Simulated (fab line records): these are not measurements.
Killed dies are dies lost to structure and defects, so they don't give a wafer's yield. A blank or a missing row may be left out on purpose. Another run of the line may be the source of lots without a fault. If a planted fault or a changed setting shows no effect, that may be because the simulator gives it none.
fab line records	flow nand-harc
record: lots: 6	wafers: 18	last-day: 34
route steps=1302 shown A_M1@1181 A_BONDPAD@1202 END@1302
lots untouched by any fault: they come from a run of this same line in which no faults occurred
start-h: hours from the record's first day to the start of the lot's first wafer shown	wait-h: hours from the lot's prior step to this one	" as in the row above	L1.1+2: a row that stands for several wafers	- no value present, or no start provided	* or withheld: withheld	< > ~ a bound
route shown NAME@n: NAME is a module with steps in the file, n the number in the route of the first one	usual: mean and standard deviation over wafers with no fault	same: alike in all rows	chamber/n: place in a boat	sites: per-site readings	_std_site: the standard deviation of these	_edge_site: the outer-site mean with the inner-site mean subtracted	radius-mm: for every site, how far away it sits from the centre of the wafer	mask NAME#n: copy n	behind: the most recent tool/chamber to have shaped the wafer	hold: reason for holding the lot/hours on hold/outcome of the hold	device: the transistor (n, p or np) that didn't switch	end of line: tests of these same wafers at the route's end	a step given without rows: its recipe and nothing more	killed: count of dies lost to structure and defects at first sort (not the wafer's yield)	map: dies across one wafer; x = killed, . = not, _ = none there
set.NAME: the run value of the setting; set.NAME@STEP: its run value at that earlier step	model.NAME: the simulator's own value behind a step, which no gauge read
lots seen at some steps along the route; tables by step, rows by wafer
services: when a tool's chamber went out of use (start-h, in hours from the record's first day, below 0 if earlier), for how many hours, and the reason
== steps ==
step: NHARC_A_M1_INSPECT_11
usual: raw-defect-count: 84/32
lot.wafer	tool	chamber	start-h	wait-h	raw-defect-count
L774.1	defect-inspect-01	-	546.91	0.0	72
L774.2	"	-	"	"	67
L774.3	"	-	"	"	72
L781.1	defect-inspect-01	-	634.42	0.0	90
L781.4	"	-	"	"	83
L781.5	"	-	"	"	84
L782.2	defect-inspect-02	-	640.30	0.0	19
L782.5	"	-	"	"	23
L782.6	"	-	"	"	24
L790.3	defect-inspect-02	-	718.49	0.0	66
L790.5	"	-	"	"	77
L790.6	"	-	"	"	90
L791.3	defect-inspect-02	-	722.92	0.0	87
L791.4	"	-	"	"	87
L791.6	"	-	"	"	76
L793.3	defect-inspect-01	-	771.00	0.0	94
L793.4	"	-	"	"	82
L793.5	"	-	"	"	90
step: NHARC_A_M1_DESCUM_14
recipe: time-s: 3	o2-flow-sccm: 200	ar-flow-sccm: 0	bias-power-w: 0	chemistry: O2
usual: drypump-motor-current-A: 5.7/0.48	oes-product-au: 0.998/0.011	rf-vpp-V: 57.7/1	showerhead-plenum-p-Torr: 1.91/0.088	throttle-valve-pct: 11.311/0.009
lot.wafer	tool	chamber	start-h	wait-h	drypump-motor-current-A	oes-product-au	rf-hours-counter-h	rf-vpp-V	showerhead-plenum-p-Torr	throttle-valve-pct
L774.3	rie-diel-13	2	546.98	0.1	5.4	0.985	0.9	57.6	1.82	11.317
L774.1	"	3	"	"	5.9	0.976	1.0	59.7	1.97	11.320
L774.2	"	0	"	"	6.6	1.008	1.1	58.7	1.81	11.290
L781.1	rie-diel-13	2	634.48	0.1	5.4	1.003	3.9	56.2	1.81	11.316
L781.4	"	3	"	"	5.9	0.985	3.6	58.1	1.97	11.313
L781.5	"	3	"	"	5.9	0.989	-	59.3	1.97	11.310
L782.2	rie-diel-13	0	640.37	0.1	6.6	1.020	3.9	56.3	1.81	11.310
L782.5	"	2	"	"	5.4	1.006	-	56.1	1.81	11.302
L782.6	"	3	"	"	5.9	0.999	-	57.3	1.97	11.322
L790.3	rie-diel-13	2	718.56	0.1	5.3	0.999	0.3	56.2	1.81	11.312
L790.5	"	1	"	"	5.5	0.999	-	56.6	1.97	11.310
L790.6	"	2	"	"	5.4	1.007	-	56.4	1.81	11.296
L791.3	rie-diel-13	3	722.99	0.1	5.9	0.989	0.3	57.0	1.97	11.313
L791.4	"	1	"	"	5.5	0.992	0.3	58.5	1.97	11.308
L791.6	"	3	"	"	5.9	0.973	-	56.1	1.97	11.308
L793.3	rie-diel-08	2	771.08	0.1	5.1	0.985	3.6	58.8	1.92	11.323
L793.4	"	3	"	"	5.5	1.007	3.1	59.1	2.05	11.321
L793.5	"	1	"	"	5.1	1.001	-	56.9	1.84	11.311
step: NHARC_A_M1_ETCH_35
recipe: target-depth-a: 400	overetch-a: 120	time-s: 43.94	ion-energy-ev: 200	n2-flow-sccm: 150	h2-flow-sccm: 150	ar-flow-sccm: 0	rf-w: 400	bias-w: 150	chemistry: N2/H2
step: NHARC_A_M1_ETCH_15
recipe: target-depth-a: 1825	time-s: 91.2	c4f8-flow-sccm: withheld	ar-flow-sccm: 400	rf-w: 600	bias-w: 300	chemistry: C4F8/Ar
usual: oes-product-au: 0.954/0.023	rf-vpp-V: 440.5/2.9
lot.wafer	tool	chamber	start-h	wait-h	oes-product-au	rf-hours-counter-h	rf-vpp-V
L774.2	rie-diel-13	3	-	-	0.972	1.0	442.9
L774.3	"	0	"	"	1.004	1.1	436.9
L774.1	"	2	"	"	0.960	1.0	438.2
L781.1	rie-diel-13	0	-	-	0.949	3.6	436.2
L781.4	"	2	"	"	0.927	4.0	437.7
L781.5	"	1	"	"	0.911	-	441.9
L782.2	rie-diel-13	1	-	-	0.909	4.1	440.6
L782.5	"	3	"	"	0.917	-	443.2
L782.6	"	0	"	"	0.936	-	438.0
L790.3	rie-diel-13	3	-	-	0.966	0.3	442.4
L790.6	"	2	"	"	0.962	-	438.3
L790.5	"	3	"	"	0.956	-	442.7
L791.4	rie-diel-13	3	-	-	0.950	0.4	442.5
L791.3	"	0	"	"	0.969	0.3	437.7
L791.6	"	3	"	"	0.942	-	442.3
L793.4	rie-diel-08	2	-	-	0.941	3.9	441.0
L793.3	"	3	"	"	0.954	3.2	445.1
L793.5	"	3	"	"	0.943	-	445.7
step: NHARC_A_M1_CD_MEAS_16
usual: cd-nm: 120.1/0.83
lot.wafer	tool	chamber	start-h	wait-h	cd-nm
L774.1	cd-sem-02	-	547.28	-	119.0
L774.2	"	-	"	"	120.1
L774.3	"	-	"	"	119.2
L781.1	cd-sem-03	-	634.78	-	120.3
L781.4	"	-	"	"	120.8
L781.5	"	-	"	"	119.9
L782.2	cd-sem-02	-	640.66	-	119.3
L782.5	"	-	"	"	118.5
L782.6	"	-	"	"	119.3
L790.3	cd-sem-02	-	718.86	-	120.3
L790.5	"	-	"	"	121.5
L790.6	"	-	"	"	120.2
L791.3	cd-sem-03	-	723.29	-	120.6
L791.4	"	-	"	"	119.8
L791.6	"	-	"	"	121.5
L793.3	cd-sem-03	-	771.52	-	119.9
L793.4	"	-	"	"	119.4
L793.5	"	-	"	"	120.9
step: NHARC_A_M1_STRIP_18
recipe: power-w: 1000	n2-flow-sccm: 150	h2-flow-sccm: 150	ar-flow-sccm: 0	bias-w: 0	chemistry: N2/H2
step: NHARC_A_M1_ETCH_28
recipe: target-depth-a: 300	over-etch-frac: 0.3	time-s: 72.99	ion-energy-ev: 150	cf4-flow-sccm: 50	n2-flow-sccm: 100	ar-flow-sccm: 150	rf-w: 300	bias-w: 100	chemistry: CF4/N2
usual: drypump-motor-current-A: 5.7/0.47	n2-flow-sccm: 99.98/0.29	oes-product-au: 0.998/0.0095	rf-vpp-V: 314.2/2.2	showerhead-plenum-p-Torr: 2.63/0.12	throttle-valve-pct: 19.794/0.0091
lot.wafer	tool	chamber	start-h	wait-h	drypump-motor-current-A	n2-flow-sccm	oes-product-au	rf-hours-counter-h	rf-vpp-V	showerhead-plenum-p-Torr	throttle-valve-pct
L774.3	rie-diel-13	1	-	-	5.5	99.63	0.993	1.1	314.7	2.70	19.776
L774.1	"	3	"	"	5.9	100.34	0.987	1.1	316.8	2.70	19.795
L774.2	"	0	"	"	6.6	100.08	1.027	1.2	311.5	2.49	19.796
L781.1	rie-diel-08	1	-	-	5.1	99.89	0.991	3.4	313.0	2.53	19.784
L781.4	"	3	"	"	5.5	99.82	0.995	3.9	315.7	2.81	19.812
L781.5	"	2	"	"	5.0	100.25	0.998	-	313.7	2.64	19.793
L782.2	rie-diel-13	0	-	-	6.6	99.78	1.023	4.0	312.5	2.49	19.808
L782.5	"	3	"	"	5.9	99.93	0.990	-	314.6	2.70	19.795
L782.6	"	0	"	"	6.6	99.79	1.023	-	311.6	2.48	19.799
L790.3	rie-diel-12	0	-	-	5.9	100.08	0.987	3.4	315.6	2.77	19.786
L790.5	"	2	"	"	5.9	99.92	0.994	-	311.6	2.46	19.798
L790.6	"	3	"	"	6.5	100.03	0.985	-	316.3	2.76	19.788
L791.3	rie-diel-13	3	-	-	5.9	100.39	0.979	0.5	315.1	2.70	19.787
L791.4	"	2	"	"	5.4	100.15	0.999	0.5	312.6	2.50	19.803
L791.6	"	0	"	"	6.6	99.76	1.005	-	312.2	2.48	19.777
L793.4	rie-diel-13	1	-	-	5.5	100.40	1.003	1.5	316.6	2.70	19.791
L793.3	"	2	"	"	5.4	99.76	1.000	1.8	312.0	2.50	19.794
L793.5	"	0	"	"	6.6	100.56	1.011	-	310.6	2.48	19.801
step: NHARC_A_M1_STRIP_19
recipe: time-s: 600	temp-c: 30	chemistry: post-etch-residue-remover
step: NHARC_A_M1_DEGAS_29
recipe: temp-c: 250	time-s: 60
usual: heater-power-w: 330/39
lot.wafer	tool	chamber	start-h	wait-h	heater-power-w
L774.2	pvd-sputter-01	-	548.00	-	356
L774.1	"	-	"	"	338
L774.3	"	-	"	"	257
L781.1	pvd-sputter-02	-	635.50	-	356
L781.4	"	-	"	"	326
L781.5	"	-	"	"	348
L782.2	pvd-sputter-01	-	641.37	-	259
L782.6	"	-	"	"	259
L782.5	"	-	"	"	373
L790.3	pvd-sputter-03	-	719.58	-	314
L790.5	"	-	"	"	327
L790.6	"	-	"	"	310
L791.4	pvd-sputter-02	-	724.00	-	373
L791.3	"	-	"	"	325
L791.6	"	-	"	"	348
L793.4	pvd-sputter-01	-	772.24	-	331
L793.3	"	-	"	"	264
L793.5	"	-	"	"	341
step: NHARC_A_M1_PRE_CLEAN_30
recipe: time-s: 30	temp-c: 280	gas: H2/He
step: NHARC_A_M1_PVD_20
recipe: target-thk-a: 50	bias-v: 168.6	power-w: 15000	chamber-pressure-pa: 0.12	time-s: 8.06	substrate-temp-c: 50	material: TaN
step: NHARC_A_M1_PVD_21
recipe: target-thk-a: 300	chamber-pressure-pa: 5	power-w: 5000	substrate-temp-c: 30	time-s: 20.49	material: Cu
step: NHARC_A_M1_ECD_22
recipe: target-thk-a: 4000	bath-temp-c: 25	material: Cu
usual: bath-heat-duty-pct: 5.7/0.83
lot.wafer	tool	chamber	start-h	wait-h	bath-heat-duty-pct
L774.2	ecd-cu-02	1	548.35	-	5.1
L774.1	"	0	"	"	6.0
L774.3	"	1	"	"	3.8
L781.1	ecd-cu-01	1	635.91	-	5.3
L781.4	"	0	"	"	6.4
L781.5	"	1	"	"	5.7
L782.2	ecd-cu-01	0	641.73	-	6.0
L782.5	"	0	"	"	6.0
L782.6	"	1	"	"	4.9
L790.3	ecd-cu-02	1	720.08	-	4.8
L790.6	"	0	"	"	6.2
L790.5	"	1	"	"	4.7
L791.4	ecd-cu-02	0	724.46	-	6.4
L791.3	"	1	"	"	4.7
L791.6	"	0	"	"	6.7
L793.4	ecd-cu-01	1	772.74	-	5.7
L793.3	"	0	"	"	6.4
L793.5	"	1	"	"	5.0
step: NHARC_A_M1_ANNEAL_31
recipe: temp-c: 225	time-s: 90
usual: wafer_temp_C_max: 226.1/0.5
lot.wafer	tool	chamber	start-h	wait-h	wafer_temp_C_max
L774.1	rtp-anneal-02	0	548.73	0.3	226.6
L774.2	"	0	"	"	226.5
L774.3	"	0	"	"	227.1
L781.1	rtp-anneal-01	0	636.23	-	225.7
L781.4	"	0	"	"	225.9
L781.5	"	0	"	"	225.7
L782.2	rtp-anneal-02	0	642.19	-	226.5
L782.5	"	0	"	"	226.6
L782.6	"	0	"	"	226.6
L790.3	rtp-anneal-01	0	720.40	-	225.7
L790.5	"	0	"	"	225.5
L790.6	"	0	"	"	225.4
L791.3	rtp-anneal-02	0	724.84	0.3	226.3
L791.4	"	0	"	"	226.1
L791.6	"	0	"	"	226.0
L793.3	rtp-anneal-01	0	773.12	0.3	225.5
L793.4	"	0	"	"	225.7
L793.5	"	0	"	"	225.9
step: NHARC_A_M1_CMP_23
recipe: t-overpolish-s: 20	target-thk-nm: 154.34
step: NHARC_A_M1_THK_MEAS_24
recipe: thk-meas-gauge: xrf
usual: thk-nm: 154.4/1.5
lot.wafer	tool	chamber	start-h	wait-h	thk-nm
L774.1	film-metro-02	-	549.39	-	156.3
L774.2	"	-	"	"	152.6
L774.3	"	-	"	"	154.8
L781.1	film-metro-02	-	636.89	-	154.1
L781.4	"	-	"	"	153.6
L781.5	"	-	"	"	155.4
L782.2	film-metro-02	-	642.80	-	152.8
L782.5	"	-	"	"	151.7
L782.6	"	-	"	"	153.1
L790.3	film-metro-01	-	720.96	-	156.4
L790.5	"	-	"	"	156.3
L790.6	"	-	"	"	155.5
L791.3	film-metro-02	-	725.40	-	154.2
L791.4	"	-	"	"	153.3
L791.6	"	-	"	"	153.8
L793.3	film-metro-02	-	773.67	-	152.5
L793.4	"	-	"	"	154.1
L793.5	"	-	"	"	153.7
step: NHARC_A_M1_SRD_25
step: NHARC_A_M1_PRE_CLEAN_32
recipe: time-s: 12	temp-c: 370	rf-power-w: 300	gas: NH3
step: NHARC_A_M1_DEP_33
recipe: target-thk-a: 300	temp-c: 370	target-thk-nm: 30	pressure-torr: 3	flow-sccm: 200	rf-w: 450	material: SiCN
step: NHARC_A_BONDPAD_DEP_00
recipe: target-thk-a: 2500	temp-c: 370	target-thk-nm: 250	pressure-torr: 3	flow-sccm: 200	rf-w: 450	material: SiCN
step: NHARC_A_BONDPAD_CMP_29
recipe: target-thk-nm: 200	material: SiCN
step: NHARC_A_BONDPAD_THK_MEAS_30
recipe: thk-meas-gauge: ellipsometry
usual: thk-nm: 200.3/1.5
lot.wafer	tool	chamber	start-h	wait-h	thk-nm
L774.1	film-metro-01	-	551.77	0.1	198.8
L774.2	"	-	"	"	199.9
L774.3	"	-	"	"	198.7
L781.1	film-metro-01	-	638.40	0.2	201.3
L781.4	"	-	"	"	201.1
L781.5	"	-	"	"	202.2
L782.2	film-metro-02	-	644.31	0.2	199.3
L782.5	"	-	"	"	199.5
L782.6	"	-	"	"	198.7
L790.3	film-metro-02	-	722.47	0.2	201.1
L790.5	"	-	"	"	199.4
L790.6	"	-	"	"	199.4
L791.3	film-metro-01	-	726.91	0.2	198.8
L791.4	"	-	"	"	200.0
L791.6	"	-	"	"	199.6
L793.3	film-metro-01	-	775.19	0.2	198.6
L793.4	"	-	"	"	198.1
L793.5	"	-	"	"	200.2
step: NHARC_A_BONDPAD_SRD_31
step: NHARC_A_BONDPAD_DEHYDRATE_01
recipe: temp-c: 150	time-s: 120
step: NHARC_A_BONDPAD_HMDS_02
recipe: time-s: 30
step: NHARC_A_BONDPAD_COAT_33
recipe: temp-c: 200	time-s: 65
step: NHARC_A_BONDPAD_COAT_03
recipe: spin-rpm: 2000	resist-thk-nm: 600
step: NHARC_A_BONDPAD_SOFTBAKE_04
recipe: temp-c: 125	time-s: 70
step: NHARC_A_BONDPAD_EBR_05
step: NHARC_A_BONDPAD_EXPOSE_06
recipe: na: 0.55	dose-mj: 36.99	mask-id: A_BPAD
step: NHARC_A_BONDPAD_PEB_07
recipe: peb-temp-c: 128	peb-time-s: 80
step: NHARC_A_BONDPAD_DEVELOP_08
recipe: time-s: 50	dev-temp-c: 22
step: NHARC_A_BONDPAD_CD_MEAS_09
recipe: target-cd-nm: 500	landing-energy-ev: 500
usual: cd-nm: 500.0/1.7
lot.wafer	tool	chamber	start-h	wait-h	cd-nm
L774.1	cd-sem-01	0	552.21	-	500.1
L774.2	"	0	"	"	500.4
L774.3	"	0	"	"	499.7
L781.1	cd-sem-03	0	638.96	-	498.3
L781.4	"	0	"	"	501.0
L781.5	"	0	"	"	499.9
L782.2	cd-sem-01	0	644.88	-	500.2
L782.5	"	0	"	"	501.1
L782.6	"	0	"	"	499.8
L790.3	cd-sem-01	0	722.91	-	500.4
L790.5	"	0	"	"	500.3
L790.6	"	0	"	"	501.9
L791.3	cd-sem-03	0	733.28	-	497.7
L791.4	"	0	"	"	499.8
L791.6	"	0	"	"	499.9
L793.3	cd-sem-02	0	775.76	-	502.5
L793.4	"	0	"	"	496.2
L793.5	"	0	"	"	501.3
step: NHARC_A_BONDPAD_OVL_MEAS_35
usual: overlay-x-nm: 0/4.5	overlay-y-nm: 2/6.2
lot.wafer	tool	chamber	start-h	wait-h	overlay-x-nm	overlay-y-nm
L774.1	overlay-01	-	552.30	-	-2	1
L774.2	"	-	"	"	-3	1
L774.3	"	-	"	"	-3	1
L781.1	overlay-01	-	639.05	-	0	10
L781.4	"	-	"	"	0	10
L781.5	"	-	"	"	0	10
L782.2	overlay-01	-	644.96	-	6	5
L782.5	"	-	"	"	6	5
L782.6	"	-	"	"	6	5
L790.3	overlay-01	-	722.99	-	-7	6
L790.5	"	-	"	"	-7	6
L790.6	"	-	"	"	-7	6
L791.3	overlay-02	-	733.36	-	6	3
L791.4	"	-	"	"	6	3
L791.6	"	-	"	"	6	3
L793.3	overlay-01	-	775.84	-	-3	-5
L793.4	"	-	"	"	-3	-6
L793.5	"	-	"	"	-3	-5
step: NHARC_A_BONDPAD_HARDBAKE_10
recipe: temp-c: 118	time-s: 65
step: NHARC_A_BONDPAD_DESCUM_11
recipe: time-s: 3	o2-flow-sccm: 200	ar-flow-sccm: 0	bias-power-w: 0	chemistry: O2
step: NHARC_A_BONDPAD_ETCH_34
recipe: target-depth-a: 600	overetch-a: 180	time-s: 65.91	ion-energy-ev: 200	n2-flow-sccm: 150	h2-flow-sccm: 150	ar-flow-sccm: 0	rf-w: 400	bias-w: 150	chemistry: N2/H2
step: NHARC_A_BONDPAD_ETCH_12
recipe: target-depth-a: 2200	time-s: 110	chf3-flow-sccm: 50	o2-flow-sccm: 10	ar-flow-sccm: 200	rf-w: 500	bias-w: 200	chemistry: CHF3/O2
step: NHARC_A_BONDPAD_CD_MEAS_13
usual: cd-nm: 499.6/1.8
lot.wafer	tool	chamber	start-h	wait-h	cd-nm
L774.1	cd-sem-03	-	552.79	-	499.1
L774.2	"	-	"	"	499.0
L774.3	"	-	"	"	499.7
L781.1	cd-sem-01	-	639.49	-	498.8
L781.4	"	-	"	"	501.7
L781.5	"	-	"	"	501.4
L782.2	cd-sem-01	-	645.41	-	499.8
L782.5	"	-	"	"	500.4
L782.6	"	-	"	"	500.3
L790.3	cd-sem-02	-	723.44	-	500.2
L790.5	"	-	"	"	500.2
L790.6	"	-	"	"	501.4
L791.3	cd-sem-01	-	733.81	-	497.9
L791.4	"	-	"	"	500.1
L791.6	"	-	"	"	498.6
L793.3	cd-sem-03	-	776.33	-	503.7
L793.4	"	-	"	"	496.7
L793.5	"	-	"	"	500.4
step: NHARC_A_BONDPAD_STRIP_15
recipe: o2-flow-sccm: 500	ar-flow-sccm: 0	bias-w: 0	chemistry: O2
step: NHARC_END_SORT_01
recipe: temp-c: 25
usual: defect-limited-yield: 90.9/2.6	killed-at-array: 57/18	killed-at-other: 0.8/1	killed-at-periphery: 3.9/2.8	killed-dies: 62/18	killed-open: 3.4/1.8	killed-short: 2.2/1.6
same: gross-dies: 677
lot.wafer	tool	chamber	start-h	wait-h	defect-limited-yield[%]	killed-at-array	killed-at-other	killed-at-periphery	killed-dies	killed-open	killed-short
L774.1	prober-01	0	587.78	2.5	91.3	53	1	5	59	5	4
L774.2	prober-01	0	588.59	2.8	91.7	47	1	8	56	1	4
L774.3	prober-01	0	589.40	3.1	91.0	53	0	8	61	3	2
L781.1	prober-01	0	669.11	2.5	62.3	255	0	0	255	1	1
L781.4	prober-01	0	671.51	3.4	64.5	238	1	1	240	2	2
L781.5	prober-01	0	672.31	3.7	62.2	255	1	0	256	2	2
L782.2	prober-01	0	677.73	2.8	67.7	216	2	1	219	2	2
L782.5	prober-01	0	680.12	3.7	66.6	224	1	1	226	3	2
L782.6	prober-01	0	680.91	4.0	66.9	221	0	3	224	6	3
L790.3	prober-01	0	758.28	3.1	92.3	48	2	2	52	2	2
L790.5	prober-01	0	759.86	3.7	92.5	48	0	3	51	2	1
L790.6	prober-01	0	760.65	3.9	91.0	54	1	6	61	1	1
L793.3	prober-01	0	807.50	3.1	92.0	50	2	2	54	1	5
L793.4	prober-01	0	808.29	3.4	88.9	71	1	3	75	2	1
L793.5	prober-01	0	809.09	3.7	88.3	74	1	4	79	6	4
killed by level:class
L774.1 A_CHANNEL_HOLE_D1:chamber-film-flake=31 A_CHANNEL_HOLE_D2:chamber-film-flake=8 P_M1:chamber-film-flake=4 A_CONTACT:chamber-film-flake=2 A_BONDPAD:chamber-film-flake=2 A_ONON_D1:geometric-particle:open=1 A_CHANNEL_HOLE_D1:geometric-particle:short=1 A_CHANNEL_HOLE_D1:geometric-particle:open=1
L774.2 A_CHANNEL_HOLE_D1:chamber-film-flake=31 P_M1:chamber-film-flake=5 A_CHANNEL_HOLE_D2:chamber-film-flake=5 P_GATE:chamber-film-flake=3 A_CHANNEL_FILL_D1:geometric-particle:short=2 A_M0:geometric-particle:short=2 A_CHANNEL_FILL_D2:chamber-film-flake=2 A_STAIRCASE:chamber-film-flake=2
L774.3 A_CHANNEL_HOLE_D1:chamber-film-flake=30 A_CHANNEL_HOLE_D2:chamber-film-flake=13 P_M1:chamber-film-flake=5 A_STAIRCASE:chamber-film-flake=3 P_GATE:chamber-film-flake=2 P_CONTACT:geometric-particle:open=1 A_CHANNEL_FILL_D2:geometric-particle:short=1 A_CHANNEL_FILL_D2:geometric-particle:open=1
L781.1 A_M1:unspecified=198 A_CHANNEL_HOLE_D1:chamber-film-flake=33 A_CHANNEL_HOLE_D2:chamber-film-flake=12 A_CONTACT:chamber-film-flake=6 A_SLIT:chamber-film-flake=2 A_CHANNEL_FILL_D2:geometric-particle:open=1 A_CHANNEL_FILL_D2:geometric-particle:short=1 A_STAIRCASE:chamber-film-flake=1
L781.4 A_M1:unspecified=185 A_CHANNEL_HOLE_D1:chamber-film-flake=29 A_CHANNEL_HOLE_D2:chamber-film-flake=14 A_WL_FILL:chamber-film-flake=2 A_CONTACT:chamber-film-flake=2 P_CONTACT:geometric-particle:open=1 A_STAIRCASE:geometric-particle:short=1 A_SGD_CUT:geometric-particle:short=1
L781.5 A_M1:unspecified=211 A_CHANNEL_HOLE_D1:chamber-film-flake=28 A_CHANNEL_HOLE_D2:chamber-film-flake=8 A_STAIRCASE:chamber-film-flake=3 A_DECK1_JOINT:geometric-particle:short=1 A_WL_FILL:geometric-particle:short=1 A_BLC:geometric-particle:open=1 STARTING-WAFER:geometric-particle:open=1
L782.2 A_M1:unspecified=208 A_CHANNEL_HOLE_D1:chamber-film-flake=4 P_M0:geometric-particle:open=1 A_CHANNEL_FILL_D2:geometric-particle:short=1 A_SGD_CUT:geometric-particle:open=1 STARTING-WAFER:geometric-particle:short=1 A_ZERO_WELL:chamber-film-flake=1 A_SLIT:chamber-film-flake=1
L782.5 A_M1:unspecified=196 A_CHANNEL_HOLE_D1:chamber-film-flake=11 A_CONTACT:chamber-film-flake=4 A_SLIT:chamber-film-flake=3 A_SOURCE_PLATE:geometric-particle:short=2 A_WL_FILL:geometric-particle:open=2 A_STAIRCASE:chamber-film-flake=2 A_CHANNEL_FILL_D2:geometric-particle:open=1
L782.6 A_M1:unspecified=195 A_CHANNEL_HOLE_D1:chamber-film-flake=8 A_SGD_CUT:geometric-particle:open=4 A_SLIT:chamber-film-flake=2 A_WL_FILL:chamber-film-flake=2 A_BLC:chamber-film-flake=2 P_M0:geometric-particle:open=1 A_CHANNEL_HOLE_D2:geometric-particle:short=1
L790.3 A_CHANNEL_HOLE_D1:chamber-film-flake=29 A_CONTACT:chamber-film-flake=5 A_SLIT:chamber-film-flake=3 A_STAIRCASE:chamber-film-flake=3 A_CHANNEL_FILL_D2:geometric-particle:open=2 A_BLC:geometric-particle:short=2 THIN_TSV:chamber-film-flake=2 P_GATE:chamber-film-flake=1
L790.5 A_CHANNEL_HOLE_D1:chamber-film-flake=33 A_SLIT:chamber-film-flake=4 P_GATE:chamber-film-flake=2 A_STAIRCASE:chamber-film-flake=2 A_CONTACT:chamber-film-flake=2 A_BONDPAD:chamber-film-flake=2 A_CHANNEL_FILL_D1:geometric-particle:open=1 A_DECK1_JOINT:geometric-particle:short=1
L790.6 A_CHANNEL_HOLE_D1:chamber-film-flake=33 A_CONTACT:chamber-film-flake=11 P_M2:chamber-film-flake=4 A_SLIT:chamber-film-flake=4 A_BLC:geometric-particle:short=1 A_M0:geometric-particle:open=1 P_STI:chamber-film-flake=1 P_GATE:chamber-film-flake=1
L793.3 A_CHANNEL_HOLE_D2:chamber-film-flake=21 A_CHANNEL_HOLE_D1:chamber-film-flake=8 A_SLIT:chamber-film-flake=7 A_STAIRCASE:chamber-film-flake=4 A_CONTACT:chamber-film-flake=3 A_WL_FILL:geometric-particle:short=2 THIN_TSV:chamber-film-flake=2 P_STI:geometric-particle:short=1
L793.4 A_CHANNEL_HOLE_D2:chamber-film-flake=30 A_SLIT:chamber-film-flake=13 A_CHANNEL_HOLE_D1:chamber-film-flake=10 A_STAIRCASE:chamber-film-flake=10 A_WL_FILL:chamber-film-flake=3 P_GATE:chamber-film-flake=2 A_CONTACT:chamber-film-flake=2 A_CHANNEL_FILL_D1:geometric-particle:open=1
L793.5 A_CHANNEL_HOLE_D2:chamber-film-flake=29 A_CHANNEL_HOLE_D1:chamber-film-flake=12 A_SLIT:chamber-film-flake=10 A_STAIRCASE:chamber-film-flake=9 A_CONTACT:chamber-film-flake=5 A_CHANNEL_HOLE_D1:geometric-particle:open=2 P_GATE:chamber-film-flake=2 P_STI:geometric-particle:open=1
map L781.5 (x killed, . not)
____________.____________
_________xxx.xxx_________
_______x.xx.xx.x.x_______
______..xxxx..x.xxx______
_____.xx.xx.x..x.x.._____
____.xx.x.x.xx.xxxxx.____
____...xxxx....x....x____
___..x.xxxxx...xx.....___
___xxx..xxxx..x.xx....___
__..xx..xxx.xxx...x.xx.__
__x....xxxxx...x..x.x..__
_..x...xxxxxx.x.xx...x.._
_...x..xxx......xx.xx..._
_..xx..x..xxxx......xx.._
_....x.x...x.....xx..x.x_
_.....xx.x...x.x.xx....._
..x..xxxx...x.....x.x..x.
x...xxx.xxx..x......x.x..
.x........xx..xx...x.....
.x.........x..xx.xx.....x
..x....x...xx..x.x.xx...x
_x....x...............x._
_xxxxx....x..x.........x_
_.x.x.......xx.xxxxxx.xx_
_.x...x..x..x.x.xx....xx_
_x.xxxx.......x....x..x._
__x.xx.........xxx.x..x__
__x.x.xx...............__
___.xxx...xxx.x.......___
___...x...x.....xx....___
____...xxx..x..x....x____
____xx...x.xx.x.x.x.x____
_____x.....xx.x..xx._____
______..x..x.......______
_______x..x.....xx_______
_________......._________
____________.____________
map L782.5 (x killed, . not)
____________.____________
_________.x..x.x_________
_______......xxx.x_______
______.xx........xx______
_____..............x_____
____..xx...x.....x.x.____
____x..x.......x.x..x____
___x........x..x..x.x.___
___xxx.xx.......xxx.x.___
__.x.x........xx....x.x__
__x.x.x..x.xx..xxx.xx.x__
_........x..x..x.x..xx.._
_......xx.xx...xx..x.x.x_
_..x..xxx.x.......x.x.x._
_x...x.xx....x.xxxx.xx.._
_.xx...........x...xxxx._
...x..x..xxxx....x.....xx
.x..xx.x....xxx...x....xx
x....x.......x.....x.xx..
...xx.xx.....xx..xx.xx..x
..x..x....x..xx.x..x..xx.
_..x.xxx....x.x....xx..x_
_xx......xx.....x...x..._
_xx.....xx...x....xx...._
_x........x...x.x....x.x_
_x...x..xxxx......x..x.._
__..x.x.....xx.x..x..x.__
__...x...x...x...x...x.__
___...xx..x.........x.___
___x.x..xxxx..x...x.xx___
____x.x..x....x..x...____
____.x.......x...xx..____
_____.xxx...x..x.x.._____
______......xx....x______
_______..x.x....xx_______
_________x.....x_________
____________.____________
== services ==
tool	chamber	start-h	hours	kind
pvd-sputter-03	-	525.37	1.4	repair
pvd-sputter-03	-	526.80	10.0	pm
rie-diel-08	3	527.26	5.5	repair
ecd-cu-02	-	535.35	2.9	repair
rie-diel-08	-	544.80	9.0	pm
pvd-sputter-01	-	582.05	10.0	pm
rie-diel-08	2	583.84	12.4	repair
pvd-sputter-01	-	595.80	3.2	repair
ecd-cu-02	-	596.20	8.0	pm
rie-diel-08	-	597.60	1.2	repair
ecd-cu-01	-	602.82	27.5	repair
ecd-cu-02	-	637.70	6.4	repair
pvd-sputter-02	-	638.00	10.0	pm
rie-diel-08	0	641.73	3.3	repair
rie-diel-08	3	649.00	5.8	repair
ecd-cu-01	-	660.15	6.9	repair
rie-diel-13	-	678.48	23.2	repair
rie-diel-08	2	682.28	4.2	repair
ecd-cu-01	-	688.00	8.0	pm
rie-diel-13	-	701.70	9.0	pm
rie-diel-08	-	721.80	9.0	pm
rtp-anneal-02	-	744.20	12.0	pm
pvd-sputter-01	-	760.05	10.0	pm
ecd-cu-02	-	772.20	8.0	pm
== key ==
first-sign: step: NHARC_END_SORT_01	reading: killed-at-array	direction: up	sigmas: 9.8	usual: 57	struck: 235
effect: step: NHARC_END_SORT_01	reading: defect-limited-yield	direction: down	sigmas: 9.8	usual: 90.9	struck: 65.0
more-kills-born-at: NHARC_A_M1_ECD_22@ecd-cu-01: 1193
met-at NHARC_A_M1_ECD_22
struck-wafers L781.1,L781.4,L781.5,L782.2,L782.5,L782.6
fault: kind: chamber-particle-source	tool: ecd-cu-01	chamber: -	onset-h: 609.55	steps: NHARC_A_M1_ECD_22	rate-per-visit-cm2: 0.40383	end-h: 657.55
